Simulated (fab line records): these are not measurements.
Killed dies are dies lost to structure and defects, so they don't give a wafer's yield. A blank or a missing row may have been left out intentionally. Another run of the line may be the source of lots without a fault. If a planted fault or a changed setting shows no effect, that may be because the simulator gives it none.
Which of the tools did it? + flow n5 finfet + Sampling: 24 lots, 72 wafers, 5 of 1938 route steps

WHAT EACH GAUGE READ, for each wafer
N5_BEOL_M0_INSPECT_127: inspects for defects (darkfield). Usual: raw defect count at 74, with a standard deviation of 24.
| lot  | measured     | on                | raw defect count | flag |
|------|--------------|-------------------|------------------|------|
| L074 | day 7 06:43  | defect inspect-01 | 120 65 60        |      |
| L075 | day 7 06:55  | defect inspect-01 | 57 84 58         |      |
| L076 | day 7 07:24  | defect inspect-01 | 57 66 67         |      |
| L077 | day 7 07:41  | defect inspect-01 | 66 58 62         |      |
| L078 | day 7 07:55  | defect inspect-01 | 61 74 68         |      |
| L079 | day 7 09:46  | defect inspect-01 | 69 76 39         |      |
| L080 | day 7 14:26  | defect inspect-01 | 111 59 54        |      |
| L081 | day 7 22:43  | defect inspect-02 | 42 44 69         |      |
| L082 | day 7 23:28  | defect inspect-02 | 70 56 67         |      |
| L083 | day 8 07:52  | defect inspect-01 | 73 76 58         |      |
| L084 | day 8 23:14  | defect inspect-02 | 38 55 56         |      |
| L085 | day 9 02:26  | defect inspect-02 | 117 125 79       |      |
| L086 | day 9 05:04  | defect inspect-01 | 52 84 48         |      |
| L087 | day 9 11:54  | defect inspect-02 | 53 63 53         |      |
| L088 | day 9 12:10  | defect inspect-01 | 75 104 58        |      |
| L089 | day 9 18:32  | defect inspect-01 | 108 65 87        |      |
| L090 | day 9 22:17  | defect inspect-02 | 84 120 102       |      |
| L091 | day 10 07:41 | defect inspect-01 | 70 124 93        |      |
| L092 | day 10 17:31 | defect inspect-02 | 47 60 38         |      |
| L093 | day 10 21:19 | defect inspect-02 | 62 88 89         |      |
| L094 | day 11 09:58 | defect inspect-02 | 113 64 81        |      |
| L095 | day 11 14:59 | defect inspect-01 | 177 94 119       |      |
| L097 | day 11 20:25 | defect inspect-02 | 74 80 60         |      |
| L096 | day 12 04:25 | defect inspect-02 | 58 54 94         |      |

TOOL THAT RAN EACH LOT (tool first, then ch and the chambers of the sampled wafers, then the start)
| lot  | N5_BEOL_M0_CUTY_DESCUM_61          | N5_BEOL_M0_SPUTTER_132       | N5_BEOL_M0_ANNEAL_135        | N5_BEOL_M0_CO_CAP_123            |
|------|------------------------------------|------------------------------|------------------------------|----------------------------------|
| L074 | rie diel-01 ch 0,1,3, day 6 18:56  | pvd sputter-01, day 7 05:10  | pvd sputter-01, day 7 05:22  | cvd co-02 ch 0,1,2, day 7 06:30  |
| L075 | rie diel-05 ch 0,1,2, day 6 19:03  | pvd sputter-01, day 7 05:37  | pvd sputter-01, day 7 05:49  | cvd co-02 ch 1,2, day 7 06:43    |
| L076 | rie diel-05 ch 1,2,3, day 6 21:28  | pvd sputter-01, day 7 06:05  | pvd sputter-01, day 7 06:17  | cvd co-02 ch 0,1, day 7 07:11    |
| L077 | rie diel-01 ch 0,1,2, day 6 21:31  | pvd sputter-02, day 7 06:16  | pvd sputter-02, day 7 06:28  | cvd co-02 ch 0,1,2, day 7 07:30  |
| L078 | rie diel-01 ch 0,2,3, day 6 22:19  | pvd sputter-01, day 7 06:32  | pvd sputter-01, day 7 06:44  | cvd co-01 ch 0,1, day 7 07:40    |
| L079 | rie diel-01 ch 0,1,3, day 7 01:23  | pvd sputter-01, day 7 08:26  | pvd sputter-01, day 7 08:38  | cvd co-01 ch 0,1, day 7 09:33    |
| L080 | rie diel-05 ch 0,2,3, day 7 06:59  | pvd sputter-03, day 7 13:07  | pvd sputter-03, day 7 13:19  | cvd co-02 ch 0,1,2, day 7 14:13  |
| L081 | rie diel-05 ch 0,2,3, day 7 15:43  | pvd sputter-01, day 7 21:22  | pvd sputter-01, day 7 21:34  | cvd co-01 ch 0,1,2, day 7 22:30  |
| L082 | rie diel-06 ch 2,3, day 7 19:50    | pvd sputter-02, day 7 22:08  | pvd sputter-02, day 7 22:20  | cvd co-01 ch 0,1, day 7 23:15    |
| L083 | rie diel-05 ch 0,1, day 8 01:55    | pvd sputter-02, day 8 06:32  | pvd sputter-02, day 8 06:44  | cvd co-02 ch 0,1,2, day 8 07:41  |
| L084 | rie diel-01 ch 1,3, day 8 15:44    | pvd sputter-01, day 8 21:49  | pvd sputter-01, day 8 22:01  | cvd co-01 ch 0,2, day 8 23:02    |
| L085 | rie diel-06 ch 1,2, day 8 18:47    | pvd sputter-02, day 9 00:55  | pvd sputter-02, day 9 01:07  | cvd co-02 ch 0,2, day 9 02:14    |
| L086 | rie diel-05 ch 0,1,2, day 9 00:02  | pvd sputter-01, day 9 03:41  | pvd sputter-01, day 9 03:53  | cvd co-01 ch 0,2, day 9 04:51    |
| L087 | rie diel-01 ch 1,2,3, day 9 05:11  | pvd sputter-02, day 9 08:55  | pvd sputter-02, day 9 09:07  | cvd co-01 ch 0,1,2, day 9 11:41  |
| L088 | rie diel-06 ch 0,1,3, day 9 05:38  | pvd sputter-01, day 9 08:58  | pvd sputter-01, day 9 09:10  | cvd co-02 ch 0,1,2, day 9 11:58  |
| L089 | rie diel-05 ch 0,1,2, day 9 10:27  | pvd sputter-02, day 9 17:07  | pvd sputter-02, day 9 17:19  | cvd co-02 ch 0,1,2, day 9 18:22  |
| L090 | rie diel-06 ch 0,1,3, day 9 17:11  | pvd sputter-02, day 9 20:57  | pvd sputter-02, day 9 21:09  | cvd co-02 ch 0,1,2, day 9 22:04  |
| L091 | rie diel-01 ch 1,3, day 10 00:35   | pvd sputter-02, day 10 06:23 | pvd sputter-02, day 10 06:35 | cvd co-02 ch 0,2, day 10 07:29   |
| L092 | rie diel-06 ch 0,1,3, day 10 09:31 | pvd sputter-03, day 10 15:02 | pvd sputter-03, day 10 15:14 | cvd co-02 ch 0,2, day 10 17:18   |
| L093 | rie diel-05 ch 1,2, day 10 13:14   | pvd sputter-01, day 10 19:59 | pvd sputter-01, day 10 20:11 | cvd co-01 ch 1,2, day 10 21:07   |
| L094 | rie diel-06 ch 1,3, day 11 02:52   | pvd sputter-01, day 11 07:50 | pvd sputter-01, day 11 08:02 | cvd co-01 ch 0,1, day 11 09:44   |
| L095 | rie diel-06 ch 0,1,2, day 11 05:38 | pvd sputter-02, day 11 10:29 | pvd sputter-02, day 11 13:52 | cvd co-01 ch 0,2, day 11 14:46   |
| L097 | rie diel-06 ch 0,2, day 11 16:58   | pvd sputter-02, day 11 19:01 | pvd sputter-02, day 11 19:13 | cvd co-02 ch 0,2, day 11 20:12   |
| L096 | rie diel-05 ch 0,2,3, day 11 22:04 | pvd sputter-03, day 12 03:07 | pvd sputter-03, day 12 03:19 | cvd co-01 ch 0,1,2, day 12 04:13 |
- N5_BEOL_M0_CUTY_DESCUM_61: chemistry O2, time 7.9 s.
- N5_BEOL_M0_SPUTTER_132: material Cu, target thk 4 nm, time 7.37 s.
- N5_BEOL_M0_ANNEAL_135: time 60 s.
- N5_BEOL_M0_CO_CAP_123: material Co, precursor CCTBA/H2, target thk 2 nm, time 102.1 s.

WHAT THE TOOLS THEMSELVES READ (means of the sampled wafers that have a number; where no wafer has one, the mark that the record gives instead)
N5_BEOL_M0_CUTY_DESCUM_61. Usual: bias power w 20.00 W, standard deviation 0.064; drypump motor current A 5.6 A, standard deviation 0.41; oes product au 0.82 a.u., standard deviation 0.089; rf vpp V 243.3 V, standard deviation 1.2; showerhead plenum p Torr 2.11 Torr, standard deviation 0.068; throttle valve pct 20.44 %, standard deviation 0.17.
| lot  | tool        | bias power w (W) | drypump motor current A (A) | oes product au (a.u.) | rf vpp V (V) | showerhead plenum p Torr (Torr) | throttle valve pct (%) | flag |
|------|-------------|------------------|-----------------------------|-----------------------|--------------|---------------------------------|------------------------|------|
| L074 | rie diel-01 | 20.02            | 5.7                         | 0.81                  | 243.2        | 2.15                            | 20.51                  |      |
| L075 | rie diel-05 | 20.01            | 5.8                         | 0.88                  | 242.6        | 2.07                            | 20.36                  |      |
| L076 | rie diel-05 | 20.00            | 6.0                         | 0.84                  | 243.3        | 2.08                            | 20.50                  |      |
| L077 | rie diel-01 | 20.01            | 5.5                         | 0.89                  | 243.0        | 2.14                            | 20.39                  |      |
| L078 | rie diel-01 | 19.95            | 5.3                         | 0.84                  | 244.6        | 2.16                            | 20.47                  |      |
| L079 | rie diel-01 | 20.07            | 5.7                         | 0.81                  | 243.0        | 2.15                            | 20.51                  |      |
| L080 | rie diel-05 | 19.98            | 5.9                         | 0.79                  | 242.9        | 2.10                            | 20.40                  |      |
| L081 | rie diel-05 | 20.05            | 5.9                         | 0.79                  | 243.6        | 2.10                            | 20.40                  |      |
| L082 | rie diel-06 | 20.01            | 5.2                         | 0.80                  | 244.2        | 2.20                            | 20.42                  |      |
| L083 | rie diel-05 | 20.09            | 5.8                         | 0.84                  | 242.5        | 2.09                            | 20.22                  |      |
| L084 | rie diel-01 | 19.96            | 5.8                         | 0.73                  | 243.6        | 2.15                            | 20.63                  |      |
| L085 | rie diel-06 | 19.95            | 5.5                         | 0.81                  | 243.5        | 2.14                            | 20.30                  |      |
| L086 | rie diel-05 | 20.01            | 5.8                         | 0.85                  | 242.1        | 2.07                            | 20.40                  |      |
| L087 | rie diel-01 | 19.93            | 5.5                         | 0.81                  | 244.5        | 2.15                            | 20.52                  |      |
| L088 | rie diel-06 | 20.06            | 5.5                         | 0.79                  | 243.3        | 2.07                            | 20.50                  |      |
| L089 | rie diel-05 | 19.96            | 5.8                         | 0.85                  | 242.6        | 2.07                            | 20.41                  |      |
| L090 | rie diel-06 | 20.00            | 5.5                         | 0.79                  | 243.3        | 2.07                            | 20.51                  |      |
| L091 | rie diel-01 | 20.03            | 5.9                         | 0.78                  | 243.3        | 2.13                            | 20.57                  |      |
| L092 | rie diel-06 | 19.97            | 5.5                         | 0.78                  | 242.4        | 2.07                            | 20.51                  |      |
| L093 | rie diel-05 | 19.97            | 5.9                         | 0.86                  | 242.7        | 2.03                            | 20.53                  |      |
| L094 | rie diel-06 | 20.06            | 5.8                         | 0.77                  | 242.8        | 2.03                            | 20.44                  |      |
| L095 | rie diel-06 | 20.04            | 5.6                         | 0.74                  | 242.7        | 2.08                            | 20.46                  |      |
| L097 | rie diel-06 | 19.99            | 5.3                         | 0.78                  | 244.2        | 2.17                            | 20.44                  |      |
| L096 | rie diel-05 | 20.03            | 5.9                         | 0.83                  | 243.9        | 2.09                            | 20.36                  |      |

N5_BEOL_M0_SPUTTER_132. Usual: susceptor temp C -20.01 C, standard deviation 0.099; throttle valve pct 30.6 %, standard deviation 0.9.
| lot  | tool           | susceptor temp C (C) | throttle valve pct (%) | flag |
|------|----------------|----------------------|------------------------|------|
| L074 | pvd sputter-01 | -20.01               | 30.4                   |      |
| L075 | pvd sputter-01 | -20.05               | 30.2                   |      |
| L076 | pvd sputter-01 | -20.07               | 30.2                   |      |
| L077 | pvd sputter-02 | -19.98               | 29.9                   |      |
| L078 | pvd sputter-01 | -20.07               | 30.3                   |      |
| L079 | pvd sputter-01 | -20.02               | 30.1                   |      |
| L080 | pvd sputter-03 | -20.16               | 31.3                   |      |
| L081 | pvd sputter-01 | -20.00               | 30.0                   |      |
| L082 | pvd sputter-02 | -20.10               | 31.8                   |      |
| L083 | pvd sputter-02 | -20.08               | 32.0                   |      |
| L084 | pvd sputter-01 | -19.99               | 29.8                   |      |
| L085 | pvd sputter-02 | -20.06               | 30.0                   |      |
| L086 | pvd sputter-01 | -19.93               | 30.1                   |      |
| L087 | pvd sputter-02 | -19.97               | 30.4                   |      |
| L088 | pvd sputter-01 | -19.93               | 30.0                   |      |
| L089 | pvd sputter-02 | -20.00               | 30.6                   |      |
| L090 | pvd sputter-02 | -20.02               | 30.6                   |      |
| L091 | pvd sputter-02 | -20.02               | 32.2                   |      |
| L092 | pvd sputter-03 | -20.04               | 31.0                   |      |
| L093 | pvd sputter-01 | -20.06               | 30.0                   |      |
| L094 | pvd sputter-01 | -19.90               | 30.3                   |      |
| L095 | pvd sputter-02 | -20.04               | 31.5                   |      |
| L097 | pvd sputter-02 | -20.01               | 30.6                   |      |
| L096 | pvd sputter-03 | -20.09               | 30.7                   |      |

N5_BEOL_M0_ANNEAL_135. Usual: heater power w 795 W, standard deviation 57; susceptor temp C 400.00 C, standard deviation 0.23.
| lot  | tool           | heater power w (W) | susceptor temp C (C) | flag |
|------|----------------|--------------------|----------------------|------|
| L074 | pvd sputter-01 | 771                | 400.02               |      |
| L075 | pvd sputter-01 | 793                | 400.08               |      |
| L076 | pvd sputter-01 | 815                | 400.08               |      |
| L077 | pvd sputter-02 | 732                | 400.12               |      |
| L078 | pvd sputter-01 | 790                | 399.89               |      |
| L079 | pvd sputter-01 | 820                | 400.04               |      |
| L080 | pvd sputter-03 | 800                | 400.21               |      |
| L081 | pvd sputter-01 | 786                | 399.81               |      |
| L082 | pvd sputter-02 | 829                | 399.96               |      |
| L083 | pvd sputter-02 | 823                | 400.10               |      |
| L084 | pvd sputter-01 | 830                | 399.80               |      |
| L085 | pvd sputter-02 | 726                | 400.27               |      |
| L086 | pvd sputter-01 | 795                | 399.96               |      |
| L087 | pvd sputter-02 | 765                | 399.75               |      |
| L088 | pvd sputter-01 | 782                | 399.70               |      |
| L089 | pvd sputter-02 | 778                | 399.99               |      |
| L090 | pvd sputter-02 | 792                | 399.92               |      |
| L091 | pvd sputter-02 | 812                | 399.89               |      |
| L092 | pvd sputter-03 | 813                | 400.29               |      |
| L093 | pvd sputter-01 | 792                | 399.86               |      |
| L094 | pvd sputter-01 | 848                | 400.04               |      |
| L095 | pvd sputter-02 | 766                | 400.14               |      |
| L097 | pvd sputter-02 | 787                | 399.94               |      |
| L096 | pvd sputter-03 | 798                | 399.91               |      |

N5_BEOL_M0_CO_CAP_123. Usual: heater power w 232 W, standard deviation 26; susceptor temp C 200.01 C, standard deviation 0.17.
| lot  | tool      | heater power w (W) | susceptor temp C (C) | flag |
|------|-----------|--------------------|----------------------|------|
| L074 | cvd co-02 | 228                | 200.07               |      |
| L075 | cvd co-02 | 216                | 199.87               |      |
| L076 | cvd co-02 | 250                | 200.05               |      |
| L077 | cvd co-02 | 226                | 200.12               |      |
| L078 | cvd co-01 | 234                | 199.85               |      |
| L079 | cvd co-01 | 232                | 199.89               |      |
| L080 | cvd co-02 | 226                | 200.09               |      |
| L081 | cvd co-01 | 238                | 199.92               |      |
| L082 | cvd co-01 | 231                | 199.91               |      |
| L083 | cvd co-02 | 223                | 200.06               |      |
| L084 | cvd co-01 | 241                | 200.07               |      |
| L085 | cvd co-02 | 208                | 199.93               |      |
| L086 | cvd co-01 | 245                | 199.89               |      |
| L087 | cvd co-01 | 236                | 200.10               |      |
| L088 | cvd co-02 | 221                | 200.12               |      |
| L089 | cvd co-02 | 228                | 200.01               |      |
| L090 | cvd co-02 | 224                | 200.10               |      |
| L091 | cvd co-02 | 210                | 199.82               |      |
| L092 | cvd co-02 | 203                | 200.06               |      |
| L093 | cvd co-01 | 237                | 199.99               |      |
| L094 | cvd co-01 | 235                | 199.97               |      |
| L095 | cvd co-01 | 240                | 200.03               |      |
| L097 | cvd co-02 | 210                | 200.10               |      |
| L096 | cvd co-01 | 241                | 200.02               |      |

THE ANSWER, worked out from the rows above alone
Rule: take the mean of a lot's wafers that have a number; if it is more than 3 standard deviations from the usual mean, the lot is off. A lot without any number at a reading at which 4 lots or more have one is off too. All remaining lots with rows at the step are treated as sound. After the gauges, taken in route order, come the tools' own readings; for these a lot's mean is taken, as printed above. At the first step where some lot is off, the reading lying furthest off is the one used; lots without a number count as furthest.
No lot is off at any reading shown: from this, nothing can be told.

WHAT WAS PUT IN BY THE SIMULATOR
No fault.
